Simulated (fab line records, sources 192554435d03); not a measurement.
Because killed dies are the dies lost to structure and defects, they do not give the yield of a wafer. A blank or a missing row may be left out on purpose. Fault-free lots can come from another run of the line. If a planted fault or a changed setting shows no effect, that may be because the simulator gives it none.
Which tool did it? || flow n5Finfet || 11 lots with 27 wafers sampled at 2 steps, on a route of 1938 steps

## WHAT EACH GAUGE READ, for each wafer
N5_BEOL_M1_THK_MEAS_01.
{"lot": "L568", "measured": "day 6 11:34", "on": "filmMetro-02", "M1_ILD_THK (nm)": "77.9 80.4"}
{"lot": "L570", "measured": "day 6 17:09", "on": "filmMetro-02", "M1_ILD_THK (nm)": "78.6 79.0"}
{"lot": "L572", "measured": "day 7 05:59", "on": "filmMetro-02", "M1_ILD_THK (nm)": "79.2 79.6 81.4"}
{"lot": "L573", "measured": "day 7 08:07", "on": "filmMetro-02", "M1_ILD_THK (nm)": "79.3 80.9 80.6"}
{"lot": "L574", "measured": "day 7 13:02", "on": "filmMetro-01", "M1_ILD_THK (nm)": "79.2 82.3 81.3"}
{"lot": "L576", "measured": "day 8 01:53", "on": "filmMetro-01", "M1_ILD_THK (nm)": "78.6 80.4 80.5"}
{"lot": "L579", "measured": "day 9 21:25", "on": "filmMetro-01", "M1_ILD_THK (nm)": "77.2 79.0"}
{"lot": "L585", "measured": "day 10 12:08", "on": "filmMetro-01", "M1_ILD_THK (nm)": "77.1 79.7"}
{"lot": "L586", "measured": "day 10 20:18", "on": "filmMetro-02", "M1_ILD_THK (nm)": "77.6 77.5 80.4"}
{"lot": "L589", "measured": "day 11 07:01", "on": "filmMetro-02", "M1_ILD_THK (nm)": "78.9 80.2"}
{"lot": "L590", "measured": "day 11 10:08", "on": "filmMetro-01", "M1_ILD_THK (nm)": "77.4 80.5"}

## WHICH TOOL RAN EACH LOT (tool, then ch and the chambers of the sampled wafers, then the start)
{"lot": "L568", "N5_BEOL_M0_CMP_120": "cmp-04 ch 0,3, day 6 10:57"}
{"lot": "L570", "N5_BEOL_M0_CMP_120": "cmp-01 ch 0,3, day 6 16:28"}
{"lot": "L572", "N5_BEOL_M0_CMP_120": "cmp-03 ch 0,3, day 7 05:18"}
{"lot": "L573", "N5_BEOL_M0_CMP_120": "cmp-03 ch 1,3, day 7 07:27"}
{"lot": "L574", "N5_BEOL_M0_CMP_120": "cmp-03 ch 0,3, day 7 12:20"}
{"lot": "L576", "N5_BEOL_M0_CMP_120": "cmp-04 ch 0,1,3, day 8 01:07"}
{"lot": "L579", "N5_BEOL_M0_CMP_120": "cmp-03 ch 1,2, day 9 20:44"}
{"lot": "L585", "N5_BEOL_M0_CMP_120": "cmp-03 ch 2,3, day 10 11:29"}
{"lot": "L586", "N5_BEOL_M0_CMP_120": "cmp-03 ch 1,3, day 10 19:36"}
{"lot": "L589", "N5_BEOL_M0_CMP_120": "cmp-01 ch 0,1, day 11 06:29"}
{"lot": "L590", "N5_BEOL_M0_CMP_120": "cmp-03 ch 0,1, day 11 09:33"}
- N5_BEOL_M0_CMP_120: polishes, stops on SiOC, t overpolish 6.9 s.

## THE ANSWER, worked out from the rows above alone
Rule: usual is defined by the lots themselves. The widest of any qualifying gaps counts: lots, ordered by their means at a reading, are off when they make up no more than a third of the lots, leave a main group of 4 or more, and stand apart from it by 3 or more times the standard deviation of that group's means. If all means in a main group match to the digits the tables above print for the reading, that group is not used. A lot without any number at a reading at which 4 lots or more have one is off too. The other lots that the step has rows for count as sound.
No lot is off at any reading shown: from this, nothing can be told.

## WHAT THE SIMULATOR PUT IN
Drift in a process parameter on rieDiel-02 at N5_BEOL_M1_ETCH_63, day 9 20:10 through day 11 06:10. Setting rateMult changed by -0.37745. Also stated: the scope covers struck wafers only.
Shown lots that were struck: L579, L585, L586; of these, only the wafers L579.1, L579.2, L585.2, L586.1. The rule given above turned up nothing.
